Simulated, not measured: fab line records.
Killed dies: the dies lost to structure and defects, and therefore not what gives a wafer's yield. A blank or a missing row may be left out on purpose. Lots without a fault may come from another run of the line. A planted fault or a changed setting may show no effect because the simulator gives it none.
Chamber matching || flow n5 finfet || rie diel-05 running N5_MOL_CONTACT_COAG_STRIP_72: 4 sister chambers
The step strips in N2/H2. 4 wafers are shown with their chamber, then 8 later ones without.

== WAFERS PAIRED WITH THEIR CHAMBERS ==
{"wafer": "L089.5", "chamber": 3, "drypump motor current A (A)": 4.9}
{"wafer": "L090.2", "chamber": 0, "drypump motor current A (A)": 5.9}
{"wafer": "L090.6", "chamber": 1, "drypump motor current A (A)": 6.4}
{"wafer": "L091.4", "chamber": 2, "drypump motor current A (A)": 5.2}

== WAFERS WHOSE CHAMBER IS MISSING ==
{"wafer": "L091.5", "drypump motor current A (A)": 5.2}
{"wafer": "L091.6", "drypump motor current A (A)": 4.9}
{"wafer": "L092.2", "drypump motor current A (A)": 5.2}
{"wafer": "L092.3", "drypump motor current A (A)": 5.9}
{"wafer": "L092.5", "drypump motor current A (A)": 6.4}
{"wafer": "L097.1", "drypump motor current A (A)": 6.4}
{"wafer": "L097.2", "drypump motor current A (A)": 4.9}
{"wafer": "L097.6", "drypump motor current A (A)": 6.5}

== WHICH CHAMBER EACH WENT THROUGH ==
{"wafer": "L091.5", "from the rows above": 2, "in truth": 2}
{"wafer": "L091.6", "from the rows above": 3, "in truth": 3}
{"wafer": "L092.2", "from the rows above": 2, "in truth": 2}
{"wafer": "L092.3", "from the rows above": 0, "in truth": 0}
{"wafer": "L092.5", "from the rows above": 1, "in truth": 1}
{"wafer": "L097.1", "from the rows above": 1, "in truth": 1}
{"wafer": "L097.2", "from the rows above": 3, "in truth": 3}
{"wafer": "L097.6", "from the rows above": 1, "in truth": 1}
Correctly placed: 8 of 8. Left unplaced by these rows: 0. 0 placed wrongly.
How it was worked out, from the rows above alone: a wafer's distance from a chamber is the root of the sum, over the readings, of the square of ((its reading less the chamber's mean) divided by the reading's scatter). The wafer belongs to the nearest chamber; if the next one is less than 2 further off, it can't be placed. A chamber's mean is the mean of its shown wafers. The scatter: with one shown wafer a chamber, the root of the mean of the squares of how far each hidden wafer lies from its nearest shown one.
